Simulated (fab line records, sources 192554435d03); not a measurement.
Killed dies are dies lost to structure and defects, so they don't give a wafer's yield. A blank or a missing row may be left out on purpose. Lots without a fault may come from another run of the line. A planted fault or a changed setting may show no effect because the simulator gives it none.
Split-lot experiment | flow n5_finfet | 7 lots, 21 wafers read, on a route of 1938 steps

THE SPLIT
At N5_MOL_CONTACT_COAG_EXPOSE_81 (exposes mask VG, defocus 0 nm), the setting dose_mj was moved away from the recipe's 59.5 on 6 of the 21 wafers read, by -7.2% to +2.9%. The other wafers ran this setting at the recipe's value.

FROM THE SPLIT TO THE READING: what the file shows between them, 2 steps
- N5_MOL_CONTACT_COAG_PEB_82: peb time 60 s
- N5_MOL_CONTACT_COAG_DEVELOP_83: develop time 30 s

THE READING
cd_nm, in nm, at N5_MOL_CONTACT_COAG_CD_MEAS_84 (target cd 25.1 nm). Fault-free wafers of this fab line usually give 25.10 nm, standard deviation 0.25 nm.

wafer  | tool, chamber at the split | dose_mj as run | against the recipe | cd_nm, nm | against lot-mates on the recipe
L074.1 | euv_scanner-02, 0          | 59.5           | recipe             | 24.91     | -
L074.2 | euv_scanner-02, 0          | 59.5           | recipe             | 25.37     | -
L074.5 | euv_scanner-02, 0          | 59.5           | recipe             | 25.10     | -
L082.2 | euv_scanner-02, 0          | 59.5           | recipe             | 24.89     | -
L082.5 | euv_scanner-02, 0          | 59.5           | recipe             | 24.90     | -
L082.6 | euv_scanner-02, 0          | 59.5           | recipe             | 25.53     | -
L084.4 | euv_scanner-01, 0          | 59.5           | recipe             | 25.01     | -
L084.5 | euv_scanner-01, 0          | 59.5           | recipe             | 25.28     | -
L084.6 | euv_scanner-01, 0          | 59.5           | recipe             | 25.46     | -
L086.1 | euv_scanner-01, 0          | 59.5           | recipe             | 24.95     | -
L086.4 | euv_scanner-01, 0          | 61.2           | +2.9%              | 25.99     | +1.11
L086.5 | euv_scanner-01, 0          | 59.5           | recipe             | 24.80     | -
L091.1 | euv_scanner-02, 0          | 59.5           | recipe             | 24.97     | -
L091.4 | euv_scanner-02, 0          | 58.08          | -2.4%              | 25.08     | +0.11
L091.5 | euv_scanner-02, 0          | 58.08          | -2.4%              | 24.87     | -0.10
L092.3 | euv_scanner-01, 0          | 57.62          | -3.2%              | 24.44     | -0.83
L092.5 | euv_scanner-01, 0          | 59.5           | recipe             | 25.27     | -
L092.6 | euv_scanner-01, 0          | 57.62          | -3.2%              | 24.67     | -0.60
L093.3 | euv_scanner-01, 0          | 55.19          | -7.2%              | 23.36     | -1.94
L093.4 | euv_scanner-01, 0          | 59.5           | recipe             | 25.32     | -
L093.6 | euv_scanner-01, 0          | 59.5           | recipe             | 25.28     | -

THE FIT
A straight line over all 21 wafers: cd_nm changes by +0.223 nm for each +1% of dose_mj; r = +0.88; the points scatter about the line by 0.25 nm.
The same after taking each lot's own level away (the mean of its wafers on the recipe; 21 wafers): +0.249 nm for each +1%; r = +0.89; scatter 0.26 nm.
On that fit, the largest move of dose_mj shifts the reading by 1.8 nm.
The lots' own levels span 24.875 to 25.300 nm, that is 1.7 times the standard deviation above.
So the lot-to-lot level changes the slope: the two fits differ.
Check: with one of the wafers moved furthest among these (-7.2%) left out of the fit, the line predicts -1.44 nm for it against its lot-mates. It came out at -1.94 nm against them.

THE FILE'S OWN FIT
cd_nm changes by +0.255 nm for each +1% of dose_mj, r = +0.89.
